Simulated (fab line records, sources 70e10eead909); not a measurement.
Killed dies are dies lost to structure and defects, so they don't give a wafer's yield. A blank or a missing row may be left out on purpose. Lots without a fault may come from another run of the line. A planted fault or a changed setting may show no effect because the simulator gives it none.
fab line records | flow nand_harc
record lots=24 wafers=72 last_day=33
route steps=1302 shown A_CONTACT@1058
lots that met no fault: from a run of the same line without faults
start_h: hours from the record's first day to the start of the lot's first wafer shown | wait_h: hours since the lot's step before | " the same as in the row above | L1.1+2: a row that stands for several wafers | - no value, or no start given | * or withheld: withheld | < > ~ a bound
route shown NAME@n: a module of which the file shows steps, and the number in the route of the first | usual: mean/standard deviation of fault-free wafers | same: alike in all rows | chamber/n: place in a boat | sites: the reading at each site | _std_site: their standard deviation | _edge_site: outer sites' mean less inner sites' | radius_mm: how far each site lies from the wafer's centre | mask NAME#n: copy n | behind: the tool/chamber that last shaped the wafer | hold: why the lot was held/for how many hours/how that ended | device: the transistor (n, p or np) that didn't switch | end of line: the same wafers' tests at the end of the route | a step without rows: its recipe alone | killed: dies lost to structure and defects at the first sort, not the wafer's yield | map: a wafer's dies, x killed, . not, _ none there
set.NAME: the setting as run; set.NAME@STEP: as run at that earlier step | model.NAME: the simulator's own value behind a step, which no gauge read
steps of the route over a sample of lots; a table a step, a row a wafer
services: from which hour (start_h, from the record's first day; less than 0 if before it) a tool's chamber was out of use, for how many hours, and why
## steps
# step NHARC_A_CONTACT_ETCH_97
# recipe target_depth_a=200 over_etch_frac=0.5 time_s=10 ion_energy_ev=250 c4f6_flow_sccm=25 o2_flow_sccm=20 ar_flow_sccm=500 rf_w=600 bias_w=500 chemistry=C4F6/O2
# usual drypump_motor_current_A=5.5/0.39 mfc_ar_sccm=499.9/1.4 oes_product_au=0.955/0.023 rf_vpp_V=546/4.1 showerhead_plenum_p_Torr=3.89/0.2 throttle_valve_pct=26.904/0.0081
# columns lot.wafer tool chamber start_h wait_h drypump_motor_current_A mfc_ar_sccm oes_product_au rf_hours_counter_h rf_vpp_V showerhead_plenum_p_Torr throttle_valve_pct
L074.3 rie_diel-03 3 - - 5.4 498.7 0.968 8 552 4.13 26.899
L074.2 " 0 " " 5.7 498.0 0.929 11 541 3.68 26.903
L074.4 " 1 " " 5.0 500.1 0.930 10 547 3.95 26.898
L076.1 rie_diel-03 1 - - 5.0 500.7 0.945 10 548 3.95 26.894
L076.5 " 2 " " 5.4 501.7 0.946 - 541 3.65 26.914
L076.6 " 3 " " 5.5 501.3 0.967 - 551 4.13 26.906
L075.3 rie_diel-03 0 - - 5.8 502.2 0.940 11 542 3.68 26.894
L075.2 " 2 " " 5.4 501.6 0.933 10 541 3.65 26.902
L075.5 " 1 " " 5.0 500.7 0.935 - 548 3.95 26.907
L078.2 rie_diel-03 0 - - 5.8 499.4 0.924 15 542 3.68 26.902
L078.4 " 2 " " 5.4 501.7 0.937 14 543 3.65 26.917
L078.5 " 0 " " 5.8 498.8 0.925 - 542 3.68 26.918
L079.2 rie_diel-09 1 - - 5.6 497.6 0.922 19 550 4.05 26.900
L079.4 " 3 " " 6.6 500.8 0.971 20 549 4.03 26.915
L079.5 " 2 " " 5.5 498.3 0.959 - 548 3.96 26.911
L077.1 rie_diel-03 3 - - 5.4 499.6 0.960 15 551 4.12 26.895
L077.6 " 2 " " 5.4 499.6 0.935 - 540 3.65 26.893
L077.5 " 3 " " 5.5 499.0 0.962 - 550 4.12 26.909
L080.3 rie_diel-03 3 - - 5.4 500.2 0.958 15 551 4.12 26.901
L080.4 " 1 " " 5.0 501.2 0.952 17 548 3.95 26.911
L080.6 " 3 " " 5.5 500.4 0.951 - 552 4.12 26.899
L081.4 rie_diel-03 3 - - 5.4 497.8 0.954 19 551 4.12 26.910
L081.6 " 0 " " 5.7 500.3 0.927 - 542 3.68 26.910
L081.5 " 1 " " 5.0 499.0 0.939 - 547 3.95 26.902
L082.1 rie_diel-02 2 593.10 0.1 4.8 497.6 0.943 4 544 3.81 26.909
L082.4 " 2 " " 4.7 497.4 0.947 - 544 3.81 26.900
L082.5 " 3 " " 6.0 501.2 0.944 - 542 3.72 26.912
L084.2 rie_diel-02 2 - - 4.8 499.3 0.989 5 545 3.81 26.917
L084.4 " 3 " " 6.1 501.1 1.009 6 543 3.72 26.911
L084.3 " 0 " " 5.6 499.6 0.993 6 553 4.22 26.914
L083.2 rie_diel-03 2 - - 5.4 500.8 0.986 24 542 3.64 26.895
L083.1 " 3 " " 5.4 499.4 0.955 25 550 4.12 26.895
L083.6 " 2 " " 5.4 501.8 0.999 - 541 3.64 26.912
L085.1 rie_diel-02 1 - - 6.0 498.1 0.945 9 542 3.69 26.906
L085.4 " 2 " " 4.8 499.3 0.984 8 544 3.81 26.907
L085.5 " 3 " " 6.0 499.6 0.939 - 541 3.71 26.893
L086.1 rie_diel-03 0 - - 5.7 500.3 0.942 29 541 3.67 26.902
L086.2 " 1 " " 5.0 501.5 0.913 27 545 3.94 26.901
L086.5 " 0 " " 5.8 501.6 0.945 - 544 3.67 26.912
L087.2 rie_diel-09 1 - - 5.5 500.0 0.931 43 549 4.04 26.896
L087.3 " 2 " " 5.5 502.4 0.963 46 548 3.94 26.908
L087.1 " 3 " " 6.6 499.3 0.979 45 549 4.02 26.890
L090.1 rie_diel-03 3 - - 5.4 500.7 1.005 1 550 4.11 26.898
L090.3 " 0 " " 5.7 498.3 0.996 1 541 3.67 26.894
L090.4 " 1 " " 5.0 501.2 1.009 1 548 3.94 26.899
L088.3 rie_diel-03 3 - - 5.4 501.2 0.965 3 549 4.11 26.891
L088.1 " 0 " " 5.7 501.6 0.965 3 543 3.67 26.901
L088.4 " 1 " " 5.1 502.1 0.959 3 547 3.94 26.905
L089.2 rie_diel-03 2 - - 5.4 500.6 0.940 4 554 4.22 26.911
L089.1 " 3 " " 5.5 498.3 0.950 4 552 4.11 26.915
L089.3 " 0 " " 5.7 501.0 0.951 4 542 3.67 26.897
L092.1 rie_diel-03 3 - - 5.5 499.7 0.950 9 550 4.11 26.903
L092.4 " 0 " " 5.7 501.7 0.946 8 541 3.67 26.901
L092.2 " 2 " " 5.4 502.1 0.967 8 552 4.22 26.896
L091.1 rie_diel-02 0 - - 5.6 499.6 0.959 35 552 4.20 26.902
L091.3 " 2 " " 4.8 498.3 0.926 40 544 3.79 26.897
L091.5 " 1 " " 6.0 499.8 0.949 - 542 3.67 26.890
L093.3 rie_diel-09 0 - - 5.3 501.6 0.959 9 547 3.87 26.900
L093.1 " 3 " " 6.6 501.6 0.949 8 548 4.01 26.906
L093.5 " 1 " " 5.5 500.0 0.932 - 549 4.03 26.921
L094.4 rie_diel-09 1 - - 5.6 500.1 0.998 9 550 4.03 26.900
L094.1 " 0 " " 5.3 498.5 1.006 11 547 3.87 26.916
L094.5 " 2 " " 5.5 499.9 1.001 - 548 3.93 26.914
L095.1 rie_diel-02 0 - - 5.6 498.1 0.958 39 553 4.20 26.904
L095.3 " 1 " " 6.1 498.4 0.949 47 541 3.67 26.911
L095.4 " 3 " " 6.1 499.7 0.978 47 542 3.69 26.902
L097.1 rie_diel-02 0 - - 5.6 500.6 0.973 43 551 4.20 26.914
L097.6 " 2 " " 4.8 501.2 0.953 - 544 3.78 26.899
L097.5 " 3 " " 6.0 501.0 0.969 - 543 3.69 26.891
L096.3 rie_diel-03 3 728.20 0.1 5.5 498.6 0.954 17 550 4.10 26.917
L096.1 " 0 " " 5.8 497.4 0.950 15 541 3.66 26.889
L096.2 " 2 " " 5.4 500.3 0.945 16 553 4.22 26.906
# step NHARC_A_CONTACT_ETCH_134
# recipe source_w=withheld pressure_mtorr=20 bias_v=withheld time_s=140 target_depth_a=7000 ar_flow_sccm=withheld c4f8_flow_sccm=withheld o2_flow_sccm=withheld chemistry=C4F8/O2/Ar
# columns lot.wafer tool chamber start_h wait_h rf_hours_counter_h
L074.2 har_cap_etch-03 1 526.41 - 45
L074.3 " 0 " " -
L074.4 " 1 " " -
L076.1 har_cap_etch-01 0 526.55 - 4
L076.6 " 1 " " -
L076.5 " 0 " " -
L075.2 har_cap_etch-03 1 532.60 - 47
L075.3 " 1 " " -
L075.5 " 0 " " -
L078.2 har_cap_etch-03 1 574.80 - 53
L078.4 " 1 " " -
L078.5 " 0 " " -
L079.2 har_cap_etch-02 1 578.50 - 98
L079.4 " 0 " " -
L079.5 " 1 " " -
L077.1 har_cap_etch-02 1 583.50 - 99
L077.5 " 0 " " -
L077.6 " 1 " " -
L080.3 har_cap_etch-01 0 583.95 - -
L080.4 " 1 " " -
L080.6 " 0 " " -
L081.4 har_cap_etch-03 1 589.70 - -
L081.6 " 1 " " -
L081.5 " 0 " " -
L082.1 har_cap_etch-02 0 599.45 - 102
L082.4 " 1 " " -
L082.5 " 1 " " -
L084.2 har_cap_etch-02 1 613.59 - 105
L084.4 " 0 " " -
L084.3 " 1 " " -
L083.2 har_cap_etch-02 1 617.72 - 107
L083.1 " 0 " " 107
L083.6 " 1 " " -
L085.1 har_cap_etch-02 0 623.96 - 108
L085.4 " 1 " " -
L085.5 " 0 " " -
L086.2 har_cap_etch-01 0 625.66 - 25
L086.1 " 1 " " 25
L086.5 " 1 " " -
L087.2 har_cap_etch-02 0 644.87 - 112
L087.1 " 1 " " 112
L087.3 " 1 " " -
L090.1 har_cap_etch-03 0 655.11 - 69
L090.4 " 0 " " -
L090.3 " 1 " " -
L088.1 har_cap_etch-02 0 660.85 - 115
L088.3 " 1 " " -
L088.4 " 0 " " -
L089.1 har_cap_etch-03 1 666.67 - 71
L089.2 " 0 " " 71
L089.3 " 1 " " -
L092.1 har_cap_etch-02 0 701.56 - 120
L092.2 " 1 " " 120
L092.4 " 0 " " -
L091.1 har_cap_etch-01 0 707.71 - 39
L091.3 " 1 " " -
L091.5 " 0 " " -
L093.1 har_cap_etch-02 0 714.44 - 123
L093.3 " 0 " " -
L093.5 " 0 " " -
L094.1 har_cap_etch-01 1 718.87 - 43
L094.4 " 1 " " -
L094.5 " 1 " " -
L095.1 har_cap_etch-02 1 719.72 - 125
L095.4 " 1 " " -
L095.3 " 0 " " -
L097.1 har_cap_etch-02 1 731.19 - 126
L097.5 " 1 " " -
L097.6 " 0 " " -
L096.1 har_cap_etch-03 1 733.11 - 84
L096.2 " 0 " " 84
L096.3 " 0 " " -
# step NHARC_A_CONTACT_ETCH_136
# recipe source_w=withheld pressure_mtorr=20 bias_v=1200 time_s=311 target_depth_a=19120 ar_flow_sccm=withheld c4f8_flow_sccm=withheld o2_flow_sccm=withheld chemistry=C4F8/O2/Ar
# columns lot.wafer tool chamber start_h wait_h rf_hours_counter_h
L074.2 har_cap_etch-03 1 526.89 0.2 46
L074.3 " 0 " " -
L074.4 " 1 " " -
L076.1 har_cap_etch-01 0 527.19 0.3 4
L076.6 " 1 " " -
L076.5 " 0 " " -
L075.2 har_cap_etch-03 1 533.07 0.2 47
L075.3 " 1 " " -
L075.5 " 0 " " -
L078.2 har_cap_etch-03 1 575.27 0.2 53
L078.4 " 1 " " -
L078.5 " 0 " " -
L079.2 har_cap_etch-02 1 578.98 0.2 98
L079.4 " 0 " " -
L079.5 " 1 " " -
L077.1 har_cap_etch-02 1 583.99 0.2 100
L077.5 " 0 " " -
L077.6 " 1 " " -
L080.3 har_cap_etch-01 0 584.44 0.2 -
L080.4 " 1 " " -
L080.6 " 0 " " -
L081.4 har_cap_etch-03 1 590.58 0.4 -
L081.6 " 1 " " -
L081.5 " 0 " " -
L082.1 har_cap_etch-02 0 599.92 0.2 103
L082.4 " 1 " " -
L082.5 " 1 " " -
L084.2 har_cap_etch-02 1 614.07 0.2 106
L084.4 " 0 " " -
L084.3 " 1 " " -
L083.2 har_cap_etch-02 1 618.19 0.2 107
L083.1 " 0 " " 107
L083.6 " 1 " " -
L085.1 har_cap_etch-02 0 624.43 0.2 108
L085.4 " 1 " " -
L085.5 " 0 " " -
L086.2 har_cap_etch-01 0 626.13 0.2 26
L086.1 " 1 " " 26
L086.5 " 1 " " -
L087.2 har_cap_etch-02 0 645.34 0.2 112
L087.1 " 1 " " 112
L087.3 " 1 " " -
L090.1 har_cap_etch-03 0 655.95 0.4 70
L090.4 " 0 " " -
L090.3 " 1 " " -
L088.1 har_cap_etch-02 0 661.33 0.2 115
L088.3 " 1 " " -
L088.4 " 0 " " -
L089.1 har_cap_etch-03 1 667.30 0.3 71
L089.2 " 0 " " 71
L089.3 " 1 " " -
L092.1 har_cap_etch-02 0 702.03 0.2 121
L092.2 " 1 " " 121
L092.4 " 0 " " -
L091.1 har_cap_etch-01 0 708.20 0.2 40
L091.3 " 1 " " -
L091.5 " 0 " " -
L093.1 har_cap_etch-02 0 714.93 0.2 124
L093.3 " 0 " " -
L093.5 " 0 " " -
L094.1 har_cap_etch-01 1 719.34 0.2 43
L094.4 " 1 " " -
L094.5 " 1 " " -
L095.1 har_cap_etch-02 1 720.20 0.2 125
L095.4 " 1 " " -
L095.3 " 0 " " -
L097.1 har_cap_etch-02 1 731.66 0.2 126
L097.5 " 1 " " -
L097.6 " 0 " " -
L096.1 har_cap_etch-03 1 733.58 0.2 84
L096.2 " 0 " " 84
L096.3 " 0 " " -
# step NHARC_A_CONTACT_ETCH_138
# recipe source_w=withheld pressure_mtorr=20 bias_v=1200 time_s=311 target_depth_a=19140 ar_flow_sccm=withheld c4f8_flow_sccm=withheld o2_flow_sccm=withheld chemistry=C4F8/O2/Ar
# columns lot.wafer tool chamber start_h wait_h rf_hours_counter_h
L074.2 har_cap_etch-03 1 527.43 0.2 46
L074.3 " 0 " " -
L074.4 " 1 " " -
L076.1 har_cap_etch-01 0 527.92 0.3 5
L076.6 " 1 " " -
L076.5 " 0 " " -
L075.2 har_cap_etch-03 1 533.61 0.2 48
L075.3 " 1 " " -
L075.5 " 0 " " -
L078.2 har_cap_etch-03 1 575.81 0.2 53
L078.4 " 1 " " -
L078.5 " 0 " " -
L079.2 har_cap_etch-02 1 579.53 0.2 99
L079.4 " 0 " " -
L079.5 " 1 " " -
L077.1 har_cap_etch-02 1 584.53 0.2 100
L077.5 " 0 " " -
L077.6 " 1 " " -
L080.3 har_cap_etch-01 0 584.98 0.2 -
L080.4 " 1 " " -
L080.6 " 0 " " -
L081.4 har_cap_etch-03 1 591.54 0.4 -
L081.6 " 1 " " -
L081.5 " 0 " " -
L082.1 har_cap_etch-02 0 600.46 0.2 103
L082.4 " 1 " " -
L082.5 " 1 " " -
L084.2 har_cap_etch-02 1 614.62 0.2 106
L084.4 " 0 " " -
L084.3 " 1 " " -
L083.2 har_cap_etch-02 1 618.74 0.2 108
L083.1 " 0 " " 108
L083.6 " 1 " " -
L085.1 har_cap_etch-02 0 624.98 0.2 109
L085.4 " 1 " " -
L085.5 " 0 " " -
L086.2 har_cap_etch-01 0 626.67 0.2 26
L086.1 " 1 " " 26
L086.5 " 1 " " -
L087.2 har_cap_etch-02 0 645.88 0.2 113
L087.1 " 1 " " 113
L087.3 " 1 " " -
L090.1 har_cap_etch-03 0 656.91 0.4 70
L090.4 " 0 " " -
L090.3 " 1 " " -
L088.1 har_cap_etch-02 0 661.88 0.2 116
L088.3 " 1 " " -
L088.4 " 0 " " -
L089.1 har_cap_etch-03 1 668.03 0.3 71
L089.2 " 0 " " 71
L089.3 " 1 " " -
L092.1 har_cap_etch-02 0 702.57 0.2 121
L092.2 " 1 " " 121
L092.4 " 0 " " -
L091.1 har_cap_etch-01 0 708.75 0.2 40
L091.3 " 1 " " -
L091.5 " 0 " " -
L093.1 har_cap_etch-02 0 715.47 0.2 124
L093.3 " 0 " " -
L093.5 " 0 " " -
L094.1 har_cap_etch-01 1 719.90 0.2 44
L094.4 " 1 " " -
L094.5 " 1 " " -
L095.1 har_cap_etch-02 1 720.74 0.2 126
L095.4 " 1 " " -
L095.3 " 0 " " -
L097.1 har_cap_etch-02 1 732.20 0.2 127
L097.5 " 1 " " -
L097.6 " 0 " " -
L096.1 har_cap_etch-03 1 734.13 0.2 85
L096.2 " 0 " " 85
L096.3 " 0 " " -
# step NHARC_A_CONTACT_ETCH_139
# recipe source_w=withheld pressure_mtorr=20 bias_v=400 time_s=195 target_depth_a=8400 ar_flow_sccm=withheld c4f8_flow_sccm=11.5 o2_flow_sccm=7.2 chemistry=C4F8/O2/Ar
# columns lot.wafer tool chamber start_h wait_h rf_hours_counter_h
L074.2 har_cap_etch-03 1 527.71 0.2 46
L074.3 " 0 " " -
L074.4 " 1 " " -
L076.1 har_cap_etch-01 0 528.28 0.3 5
L076.6 " 1 " " -
L076.5 " 0 " " -
L075.2 har_cap_etch-03 1 533.88 0.2 48
L075.3 " 1 " " -
L075.5 " 0 " " -
L078.2 har_cap_etch-03 1 576.08 0.2 54
L078.4 " 1 " " -
L078.5 " 0 " " -
L079.2 har_cap_etch-02 1 579.80 0.2 99
L079.4 " 0 " " -
L079.5 " 1 " " -
L077.1 har_cap_etch-02 1 584.80 0.2 100
L077.5 " 0 " " -
L077.6 " 1 " " -
L080.3 har_cap_etch-01 0 585.25 0.2 -
L080.4 " 1 " " -
L080.6 " 0 " " -
L081.4 har_cap_etch-03 1 592.02 0.4 -
L081.6 " 1 " " -
L081.5 " 0 " " -
L082.1 har_cap_etch-02 0 600.83 0.3 103
L082.4 " 1 " " -
L082.5 " 1 " " -
L084.2 har_cap_etch-02 1 614.89 0.2 107
L084.4 " 0 " " -
L084.3 " 1 " " -
L083.2 har_cap_etch-02 1 619.01 0.2 108
L083.1 " 0 " " 108
L083.6 " 1 " " -
L085.1 har_cap_etch-02 0 625.25 0.2 109
L085.4 " 1 " " -
L085.5 " 0 " " -
L086.2 har_cap_etch-01 0 626.95 0.2 26
L086.1 " 1 " " 26
L086.5 " 1 " " -
L087.2 har_cap_etch-02 0 646.16 0.2 113
L087.1 " 1 " " 113
L087.3 " 1 " " -
L090.1 har_cap_etch-03 0 657.39 0.4 70
L090.4 " 0 " " -
L090.3 " 1 " " -
L088.1 har_cap_etch-02 0 662.15 0.2 116
L088.3 " 1 " " -
L088.4 " 0 " " -
L089.1 har_cap_etch-03 1 668.40 0.3 72
L089.2 " 0 " " 72
L089.3 " 1 " " -
L092.1 har_cap_etch-02 0 702.85 0.2 121
L092.2 " 1 " " 121
L092.4 " 0 " " -
L091.1 har_cap_etch-01 0 709.02 0.2 40
L091.3 " 1 " " -
L091.5 " 0 " " -
L093.1 har_cap_etch-02 0 715.74 0.2 124
L093.3 " 0 " " -
L093.5 " 0 " " -
L094.1 har_cap_etch-01 1 720.17 0.2 44
L094.4 " 1 " " -
L094.5 " 1 " " -
L095.1 har_cap_etch-02 1 721.02 0.2 126
L095.4 " 1 " " -
L095.3 " 0 " " -
L097.1 har_cap_etch-02 1 732.47 0.2 127
L097.5 " 1 " " -
L097.6 " 0 " " -
L096.1 har_cap_etch-03 1 734.40 0.2 85
L096.2 " 0 " " 85
L096.3 " 0 " " -
# step NHARC_A_CONTACT_ETCH_98
# recipe target_depth_a=200 over_etch_frac=0.5 time_s=10 ion_energy_ev=250 c4f6_flow_sccm=25 o2_flow_sccm=20 ar_flow_sccm=500 rf_w=600 bias_w=500 chemistry=C4F6/O2
# usual drypump_motor_current_A=5.5/0.45 mfc_ar_sccm=500.0/1.5 oes_product_au=0.958/0.022 rf_vpp_V=547/4.2 showerhead_plenum_p_Torr=3.91/0.19 throttle_valve_pct=26.902/0.0084
# columns lot.wafer tool chamber start_h wait_h drypump_motor_current_A mfc_ar_sccm oes_product_au rf_hours_counter_h rf_vpp_V showerhead_plenum_p_Torr throttle_valve_pct
L074.3 rie_diel-03 3 - - 5.5 499.9 0.986 9 551 4.13 26.892
L074.4 " 0 " " 5.7 498.0 0.946 11 543 3.68 26.901
L074.2 " 1 " " 5.0 502.8 0.936 11 547 3.95 26.909
L076.1 rie_diel-02 1 529.10 0.2 6.0 499.3 0.951 45 542 3.70 26.908
L076.5 " 3 " " 6.0 499.2 0.966 - 542 3.73 26.911
L076.6 " 1 " " 6.0 498.2 0.945 - 543 3.70 26.919
L075.3 rie_diel-03 1 - - 5.0 497.9 0.936 12 548 3.95 26.890
L075.2 " 2 " " 5.4 499.9 0.945 11 541 3.65 26.909
L075.5 " 1 " " 5.0 498.8 0.938 - 547 3.95 26.899
L078.2 rie_diel-03 3 - - 5.4 501.9 0.951 15 553 4.12 26.906
L078.4 " 0 " " 5.8 501.5 0.924 18 541 3.68 26.903
L078.5 " 2 " " 5.4 501.2 0.948 - 542 3.64 26.897
L079.2 rie_diel-02 1 580.54 0.2 6.1 497.9 0.995 0 542 3.69 26.904
L079.5 " 1 " " 6.1 500.8 0.993 - 542 3.69 26.901
L079.4 " 0 " " 5.6 500.5 0.991 - 553 4.23 26.903
L077.1 rie_diel-02 0 - - 5.6 498.3 0.990 1 553 4.23 26.891
L077.5 " 2 " " 4.8 498.9 0.980 - 546 3.81 26.910
L077.6 " 3 " " 6.0 499.0 1.000 - 543 3.72 26.896
L080.4 rie_diel-03 2 - - 5.5 498.2 0.957 20 540 3.64 26.905
L080.3 " 0 " " 5.8 499.3 0.953 21 541 3.68 26.912
L080.6 " 2 " " 5.5 498.3 0.949 - 542 3.64 26.900
L081.4 rie_diel-09 1 - - 5.6 499.5 0.920 30 550 4.05 26.898
L081.5 " 1 " " 5.6 499.5 0.935 - 550 4.05 26.907
L081.6 " 2 " " 5.5 500.2 0.953 - 548 3.95 26.915
L082.1 rie_diel-02 0 601.65 0.1 5.6 496.1 0.959 3 553 4.23 26.907
L082.5 " 3 " " 6.1 496.4 1.001 - 540 3.72 26.893
L082.4 " 1 " " 6.0 502.8 0.987 - 542 3.69 26.913
L084.2 rie_diel-09 2 - - 5.5 501.7 1.006 36 548 3.95 26.888
L084.4 " 0 " " 5.4 500.6 0.974 35 547 3.89 26.918
L084.3 " 1 " " 5.6 500.0 0.971 35 549 4.04 26.902
L083.1 rie_diel-09 0 - - 5.3 500.9 0.927 35 547 3.89 26.912
L083.2 " 2 " " 5.5 502.0 0.943 36 546 3.95 26.912
L083.6 " 3 " " 6.7 498.6 0.949 - 549 4.02 26.896
L085.4 rie_diel-03 3 - - 5.4 498.4 0.962 29 551 4.11 26.904
L085.1 " 1 " " 5.0 499.5 0.925 30 548 3.94 26.907
L085.5 " 3 " " 5.4 500.2 0.964 - 550 4.11 26.908
L086.2 rie_diel-03 2 - - 5.4 498.6 0.941 28 540 3.64 26.907
L086.1 " 1 " " 5.0 499.1 0.923 30 547 3.94 26.915
L086.5 " 3 " " 5.5 500.5 0.972 - 552 4.11 26.901
L087.3 rie_diel-03 2 - - 5.4 498.4 1.002 0 552 4.23 26.893
L087.2 " 3 " " 5.5 500.9 1.004 0 550 4.11 26.910
L087.1 " 1 " " 5.0 500.0 1.000 0 546 3.94 26.911
L090.1 rie_diel-02 3 - - 6.0 501.5 0.961 25 542 3.71 26.893
L090.3 " 0 " " 5.6 498.7 0.943 24 552 4.21 26.907
L090.4 " 1 " " 6.1 499.5 0.952 28 542 3.68 26.879
L088.1 rie_diel-03 2 - - 5.4 499.2 0.939 4 554 4.22 26.888
L088.3 " 0 " " 5.8 502.3 0.938 4 540 3.67 26.911
L088.4 " 1 " " 5.0 499.6 0.951 4 549 3.94 26.904
L089.2 rie_diel-09 3 - - 6.6 503.8 0.958 55 547 4.01 26.915
L089.1 " 0 " " 5.4 498.6 0.960 51 544 3.88 26.885
L089.3 " 2 " " 5.5 502.4 0.961 56 547 3.93 26.897
L092.4 rie_diel-03 1 - - 5.0 500.4 0.950 9 548 3.93 26.902
L092.1 " 2 " " 5.4 499.9 0.961 10 551 4.22 26.905
L092.2 " 3 " " 5.5 502.3 0.952 10 551 4.11 26.899
L091.1 rie_diel-09 3 - - 6.6 501.3 0.963 9 549 4.01 26.883
L091.3 " 2 " " 5.5 501.4 0.966 8 548 3.93 26.890
L091.5 " 0 " " 5.3 500.3 0.970 - 547 3.87 26.910
L093.1 rie_diel-03 0 - - 5.8 497.5 0.962 13 542 3.66 26.901
L093.3 " 2 " " 5.4 501.1 0.977 14 553 4.22 26.889
L093.5 " 1 " " 5.0 500.2 0.972 - 548 3.93 26.914
L094.1 rie_diel-03 0 - - 5.8 500.7 0.943 14 541 3.66 26.904
L094.4 " 2 " " 5.4 503.4 0.955 15 552 4.22 26.894
L094.5 " 0 " " 5.8 500.6 0.938 - 542 3.66 26.912
L095.1 rie_diel-02 1 - - 6.1 499.6 0.952 50 540 3.66 26.906
L095.4 " 3 " " 6.0 502.9 0.947 49 541 3.69 26.919
L095.3 " 0 " " 5.6 502.8 0.941 42 553 4.20 26.896
L097.1 rie_diel-03 2 - - 5.4 500.4 0.959 18 554 4.22 26.899
L097.6 " 1 " " 5.1 501.9 0.949 - 549 3.93 26.871
L097.5 " 2 " " 5.4 499.2 0.941 - 552 4.22 26.891
L096.3 rie_diel-03 0 - - 5.7 499.0 0.950 16 542 3.66 26.899
L096.2 " 2 " " 5.4 499.8 0.939 18 552 4.22 26.896
L096.1 " 3 " " 5.4 499.5 0.958 18 550 4.10 26.903
## services
# columns tool chamber start_h hours kind
rie_diel-09 - 497.19 9.0 pm
har_cap_etch-01 - 497.62 17.0 pm
rie_diel-03 3 504.63 9.6 repair
har_cap_etch-02 - 514.05 0.4 repair
rie_diel-03 0 516.33 - clean
rie_diel-03 1 516.33 - clean
rie_diel-03 2 516.33 - clean
rie_diel-03 3 516.33 - clean
rie_diel-02 1 529.22 12.6 repair
rie_diel-03 0 540.83 - clean
rie_diel-03 1 540.83 - clean
rie_diel-03 2 540.83 - clean
rie_diel-03 3 540.83 - clean
rie_diel-03 0 565.34 - clean
rie_diel-02 - 571.09 9.0 pm
rie_diel-02 0 590.84 10.3 repair
rie_diel-02 2 600.13 4.2 repair
rie_diel-03 2 606.07 3.8 repair
rie_diel-02 0 611.89 2.5 repair
rie_diel-03 - 635.33 9.0 pm
rie_diel-09 - 674.19 9.0 pm
rie_diel-02 0 688.10 9.9 repair
rie_diel-09 3 691.61 5.4 repair
rie_diel-03 1 722.97 7.2 repair
## key
fault none
